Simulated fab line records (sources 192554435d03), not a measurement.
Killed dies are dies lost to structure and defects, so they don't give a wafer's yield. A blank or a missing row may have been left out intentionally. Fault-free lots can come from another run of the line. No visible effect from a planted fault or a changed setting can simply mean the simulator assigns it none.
One fault seen from 2 desks | flow n5-finfet | what lay behind the numbers comes last; until then each desk has only its own

== THE METROLOGY DESK ==
What the gauges read, lot by lot, whatever tool the lot ran on: means of the sampled wafers that have a number. If a lot's mean is further than 4 standard deviations from the usual mean, the lot is out of limits and carries the mark OUT (the distance appears in the brackets). Of its 10 readings 7 are shown: those that lie furthest out on some lot.
Columns: A = DIBL_N at N5_BEOL_M4_RC_MEAS_101, usual 36.1 mV/V; B = IOFF_P at N5_BEOL_M4_RC_MEAS_101, usual 0.21 nA/um; C = ION_N at N5_BEOL_M4_RC_MEAS_101, usual 673 uA/um; D = ION_P at N5_BEOL_M4_RC_MEAS_101, usual 462 uA/um; E = SS_N at N5_BEOL_M4_RC_MEAS_101, usual 71.4 mV/dec; F = SS_P at N5_BEOL_M4_RC_MEAS_101, usual 73.2 mV/dec; G = VT_P at N5_BEOL_M4_RC_MEAS_101, usual -250 mV
lot  | first seen here | A    | B    | C   | D   | E    | F    | G
L958 | day 10 21:52    | 37.0 | 0.23 | 669 | 460 | 71.6 | 73.7 | -249
L964 | day 12 17:19    | 35.5 | 0.18 | 677 | 466 | 70.6 | 72.6 | -252
L965 | day 12 18:47    | 36.4 | 0.18 | 662 | 455 | 71.9 | 72.5 | -252
L966 | day 13 16:40    | 35.3 | 0.19 | 667 | 455 | 70.9 | 72.9 | -253
L969 | day 14 17:04    | 37.7 | 0.25 | 677 | 470 | 71.2 | 73.8 | -246
This desk's verdict: no lot among the 5 shows anything out of limits.

== FOR THE TOOL OWNER'S DESK: litho-track-05 ==
The tool's own readings at N5_SD_EPI_P_COAT_03 (resist thk 150 nm): means of the sampled wafers that have a number, for each lot that ran on this tool. If a lot's mean is further than 4 standard deviations from the usual mean, the lot is out of limits and carries the mark OUT (the distance appears in the brackets).
Columns: A = spin-speed-rpm at N5_SD_EPI_P_COAT_03, usual 1500.0 rpm
lot  | first seen here | A
L958 | day 6 04:44     | 1499.8
L964 | day 7 17:14     | 1208.1 (-99 or more) OUT
L965 | day 8 03:08     | 1208.5 (-99 or more) OUT
L966 | day 8 12:17     | 1208.8 (-99 or more) OUT
This desk's finding: out of limits on L964, L965, L966; first on L964, day 7 17:14 (spin-speed-rpm at N5_SD_EPI_P_COAT_03). L958 stayed within limits.

== PUT TOGETHER ==
At day 7 17:14, on L964, L965, L966, the tool owner's desk was in a position to raise an alarm.
At the metrology desk, nothing out of limits was observed.
The metrology desk has L964, L965, L966 on record, within its limits.
N5_SD_EPI_P_COAT_03 was run on litho-track-05 by each of the lots named.

== WHAT THE SIMULATOR HAD PUT IN ==
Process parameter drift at N5_SD_EPI_P_COAT_03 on litho-track-05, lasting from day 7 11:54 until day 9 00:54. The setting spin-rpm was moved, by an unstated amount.
Shown lots that were struck: L964, L965, L966.
How many hours passed from the start of the fault until each desk's first out-of-limits reading: the tool owner's desk, 5.
